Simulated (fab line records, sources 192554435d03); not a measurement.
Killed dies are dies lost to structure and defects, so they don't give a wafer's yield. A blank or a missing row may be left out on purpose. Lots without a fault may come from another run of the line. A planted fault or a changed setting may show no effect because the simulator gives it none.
Problem report in the 8D (eight disciplines) form, filled by code | flow n5_finfet | the parts of the form that need people (team, actions taken, sign-off) are left out

1. THE PROBLEM
barrier_field_endpoint_s at N5_BEOL_M10_CMP_52 reads a mean of 25.8 s on 6 wafers of 2 lots; wafers without a fault read 29.2 s with a standard deviation of 0.73. That is -4.7 standard deviations from the usual mean.
The step: polishes, stops on SiCOH lowk, t overpolish 7 s, target thk 140 nm.
First seen on wafer L259.2, day 14 22:04, on cmp-01. The record holds 24 wafers of 8 lots with a number at this step. Rule for "out", or "out of limits": more than 4 standard deviations from the usual mean. The other wafers with a number count as sound.

2. WHAT IT IS AND WHAT IT IS NOT
question                    | is                       | is not
which readings at this step | barrier_field_endpoint_s | -
which lots                  | L259, L260               | L248, L251, L254, L264, L265, L266
which wafers of those lots  | all that have a number   | -
read on which tools         | cmp-01, cmp-03           | cmp-02
when                        | from day 14 22:04        | up to then (9 sound wafers); but 9 sound wafers of L264, L265, L266 came after

3. SUSPECTS, AND WHAT RULES EACH OUT
Counting: a tool at a process step up to the reading stays a suspect if it ran every lot that is out and no sound lot after the first of them.
- ald_metal-04 at N5_BEOL_M10_ALD_74 (deposits TaN, target thk 2 nm, pulse time 2 s, purge time 3 s): ruled out as a lasting fault. Sound lots L266 ran on it after its first lot that is out, L259 (day 14 21:02).
Left after counting: nothing in the record.

4. THE CAUSE (what the simulator had put in)
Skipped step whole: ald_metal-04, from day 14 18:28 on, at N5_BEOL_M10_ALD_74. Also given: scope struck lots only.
Counting ruled it out, wrongly: the rule takes a fault to strike every lot that its tool runs from its start on, and this one did not.

5. THE CHAIN OF EFFECTS, in route order
Each row: a reading whose mean over the struck wafers that have a number lies more than 3 standard deviations from the usual. Only readings for which the record gives a usual standard deviation are gone through. hours: the time from each lot's start at the first step in this table that gives one to its start at this step, as a median over the lots. sigmas: the change in usual standard deviations.
hours | step                    | reading                  | usual  | on struck wafers | change | sigmas
0     | N5_BEOL_M10_CMP_52      | barrier_field_endpoint_s | 29.2 s | 25.8             | -3.4   | -4.7
54    | N5_PASSIVATION_PROBE_49 | defect_limited_yield     | 90.9 % | 0.0              | -90.9  | -65
54    | N5_PASSIVATION_PROBE_49 | killed_at_M4_up          | 14     | 1079             | +1065  | +99 or more
54    | N5_PASSIVATION_PROBE_49 | killed_dies              | 107    | 1180             | +1073  | +63
54    | N5_PASSIVATION_PROBE_49 | killed_on_rim            | 14     | 152              | +138   | +31
54    | N5_PASSIVATION_PROBE_49 | sort_n_pass              | 1073   | 0                | -1073  | -63
54    | N5_PASSIVATION_PROBE_49 | sort_yield_pct           | 90.9 % | 0.0              | -90.9  | -61
The process steps in it:
- N5_BEOL_M10_CMP_52: polishes, stops on SiCOH lowk, t overpolish 7 s, target thk 140 nm.
- N5_PASSIVATION_PROBE_49
Readings that are blank on the struck wafers while sound wafers have them: chamber_pressure_Torr at N5_BEOL_M10_ALD_74; heater_power_w at N5_BEOL_M10_ALD_74; precursor_vessel_pressure_torr at N5_BEOL_M10_ALD_74.

6. WHAT WOULD HAVE CAUGHT IT SOONER
In this record the first reading out of limits was taken at day 14 22:04, 4 hours after the fault began at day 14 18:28.
At N5_BEOL_M10_ALD_74 the tool's readings are blank on the struck wafers, where sound wafers have them: an empty tool record is the first sign, and it was there at once.
